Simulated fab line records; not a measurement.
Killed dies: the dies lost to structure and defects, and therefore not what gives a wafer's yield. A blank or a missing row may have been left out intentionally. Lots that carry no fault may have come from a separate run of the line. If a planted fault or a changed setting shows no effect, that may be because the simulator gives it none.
3 desks looking at one fault    flow nand harc    numbers are kept per desk, each desk with only its own; the story behind them comes last

== THE DEFECT DESK ==
For each lot, the counts of the inspections along the route, averaged over the sampled wafers that have a number. Any lot whose mean is over 4 standard deviations away from the usual mean is out of limits and marked OUT; that distance is given in the brackets.
Columns: A = raw defect count at NHARC_A_ONON_D2_INSPECT_32, usual 386
lot   first seen here  A
L498  day 13 08:14     414
L499  day 13 08:14     321
L500  day 13 16:51     462
L503  day 14 23:20     470
L504  day 16 06:35     305
L506  day 16 06:37     385
L505  day 16 06:53     335
L507  day 17 05:16     453
L508  day 17 17:50     291
L509  day 17 18:10     514
L511  day 18 15:16     176
L512  day 19 08:35     318
L514  day 19 16:46     536
L517  day 20 14:14     228
This desk found nothing out of limits on any of the 14 lots.

== METROLOGY DESK ==
What the gauges read for every lot (on any tool): the sampled wafers with a number, averaged. Any lot whose mean is over 4 standard deviations away from the usual mean is out of limits and marked OUT; that distance is given in the brackets.
Columns: A = thk nm at NHARC_A_ONON_D2_THK_MEAS_14, usual 1004 nm; B = cd nm at NHARC_A_CHANNEL_HOLE_D2_CD_MEAS_10, usual 99.9 nm; C = overlay x nm at NHARC_A_CHANNEL_HOLE_D2_OVL_MEAS_11, usual -0.2 nm; D = overlay y nm at NHARC_A_CHANNEL_HOLE_D2_OVL_MEAS_11, usual 0.1 nm
lot   first seen here  A     B      C     D
L499  day 12 19:13     1004  100.0  -0.5  0.3
L498  day 12 20:22     993   99.5   -1.1  1.4
L500  day 13 05:58     1014  100.5  0.1   1.4
L503  day 14 12:35     994   100.8  1.1   -0.7
L505  day 15 20:28     992   100.0  -2.7  0.8
L506  day 15 20:28     1014  99.9   -0.7  1.2
L504  day 15 20:38     999   99.8   0.5   -1.6
L507  day 16 04:08     1006  99.5   -2.5  -0.8
L508  day 17 07:25     992   99.4   1.6   0.2
L509  day 17 07:32     999   100.3  0.7   0.6
L511  day 18 04:28     1013  100.0  1.2   0.3
L512  day 18 21:53     1002  100.3  1.3   1.1
L514  day 19 06:34     1000  100.2  0.2   -0.2
L517  day 20 04:24     988   100.6  -0.7  0.9
This desk found nothing out of limits on any of the 14 lots.

== FOR THE TOOL OWNER'S DESK: litho track-06 ==
The tool's own readings at NHARC_A_CHANNEL_HOLE_D2_DEVELOP_09 (develop time 35 s): means of the sampled wafers that have a number, for each lot that ran on this tool. Any lot whose mean is over 4 standard deviations away from the usual mean is out of limits and marked OUT; that distance is given in the brackets.
Columns: A = chill plate temp C at NHARC_A_CHANNEL_HOLE_D2_DEVELOP_09, usual 23.00 C
lot   first seen here  A
L504  day 16 09:00     23.09
L507  day 17 08:00     22.91
L508  day 17 23:00     23.04
L514  day 19 22:00     23.04
L517  day 20 19:00     22.97
This desk found nothing out of limits on any of the 5 lots.

== BROUGHT TOGETHER ==
The defect desk saw nothing out of limits.
From the metrology desk's view, nothing was out of limits.
The tool owner's desk saw nothing out of limits.

== WHAT WAS PUT IN BY THE SIMULATOR ==
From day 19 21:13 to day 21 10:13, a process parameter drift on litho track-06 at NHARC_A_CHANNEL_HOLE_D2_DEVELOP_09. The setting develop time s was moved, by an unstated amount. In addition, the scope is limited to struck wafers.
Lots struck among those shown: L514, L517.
